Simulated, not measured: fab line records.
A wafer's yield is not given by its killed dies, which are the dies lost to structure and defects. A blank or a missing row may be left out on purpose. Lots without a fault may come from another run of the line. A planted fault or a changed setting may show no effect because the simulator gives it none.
A lot that was struck, set against a sound lot	flow n5 finfet	15 out of 1938 route steps
Sound: these wafers, L995.1, L995.3, L995.4. Struck: wafer L101.5. (L101.1, L101.6 of the same lot were not struck and are left out.) The cause comes at the end.
Each step with rows lists, per side, the tool, then ch with its chambers, then its first start. Under that, the readings that differ: sound wafers	struck wafers	difference of the means	sigmas: that difference in standard deviations of wafers without a fault.
alike: a reading whose means differ by less than 2 such deviations, as well as words and numbers matching on both sides. not compared: withheld readings; readings where some wafer has no value; bounds like >300 that might hide an equal value; numbers whose values overlap and for which the record gives no deviation.
A row with sigmas, a row that says differs or no value, or rows on one side alone: a step with any of these is where the two part. When numbers do not overlap yet have no deviation, they are printed without sigmas and do not part them. A reading missing from all wafers of one side parts the sides only when that side holds two or more wafers.

first, 7 steps without rows for these wafers: N5_HKMG_FIN_COAT_42 (time 60 s, resist thk 35 nm); N5_HKMG_FIN_COAT_43 (resist thk 90 nm); N5_HKMG_FIN_EBR_45; N5_HKMG_FIN_SOFTBAKE_44 (time 60 s); N5_HKMG_FIN_EXPOSE_46 (exposes mask NDIPOLE); N5_HKMG_FIN_PEB_47 (peb time 60 s); N5_HKMG_FIN_DEVELOP_48 (develop time 30 s).
N5_HKMG_FIN_CD_MEAS_49: the cd target is 202 nm.
  sound on cd sem-01 ch 0, day 6 16:47; struck on cd sem-01 ch 0, day 8 05:31
  alike: cd nm
N5_HKMG_FIN_OVL_MEAS_50:
  sound on overlay-02 ch 0, day 6 16:49; struck on overlay-02 ch 0, day 8 05:32
reading	sound	struck	difference	sigmas
NDIPOLE_OVL (nm)	0.2 1.0 1.1	-1.0	-1.8	-2
N5_HKMG_FIN_INSPECT_61: inspects for defects (macro).
  sound: defect inspect-01 at day 6 16:50; struck: defect inspect-01 at day 8 05:34
  alike: raw defect count
N5_HKMG_FIN_DESCUM_53: chemistry O2, time 7.9 s.
  sound on rie diel-05 ch 1,2,3, day 6 16:56; struck on rie diel-01 ch 0, day 8 05:36
reading	sound	struck	difference	sigmas
rf vpp V (V)	244.1 242.5 241.3	246.6	+4.0	+2
  alike: drypump motor current A, oes product au, rf fwd power W, showerhead plenum p Torr, throttle valve pct
  not compared: rf hours counter h
N5_HKMG_FIN_ETCH_54: etches SiARC in CF4, target depth 45.5 nm, time 75.8 s.
  sound on rie diel-05 ch 1,2,3, day 6 16:58; struck on rie diel-01 ch 0, day 8 05:38
  alike: drypump motor current A, etch rf on time s, oes product au, rf fwd power W, rf vpp V, showerhead plenum p Torr, throttle valve pct
  not compared: rf hours counter h
N5_HKMG_FIN_ETCH_55: etches SOC in N2/H2, target depth 240 nm, time 300 s.
  sound on rie diel-05 ch 1,2,3, day 6 17:01; struck on rie diel-01 ch 0, day 8 05:41
reading	sound	struck	difference	sigmas
run length s (s)	322.2 323.4 323.0	283.4	-39.5	-88
model.etch.depth nm (nm)	236.1 239.2 225.8	200.9	-32.8	
model.HKMG_FIN.feature depth nm (nm)	236.2 239.2 225.8	201	-33	
model.SiARC_of_HKMG_FIN_COAT_42.thk nm (nm)	21.2 21.4 22.2	23.6	+2.0	
  alike: drypump motor current A, oes product au, rf vpp V, showerhead plenum p Torr, throttle valve pct
  not compared: rf fwd power W, rf hours counter h
then, 2 steps without rows for these wafers: N5_HKMG_FIN_STRIP_56 (strips in N2/H2); N5_PASSIVATION_PROBE_49.

## WHERE THEY PART
Earliest at N5_HKMG_FIN_OVL_MEAS_50; latest, in this record, at N5_HKMG_FIN_ETCH_55.

WHY: what had been put in by the simulator
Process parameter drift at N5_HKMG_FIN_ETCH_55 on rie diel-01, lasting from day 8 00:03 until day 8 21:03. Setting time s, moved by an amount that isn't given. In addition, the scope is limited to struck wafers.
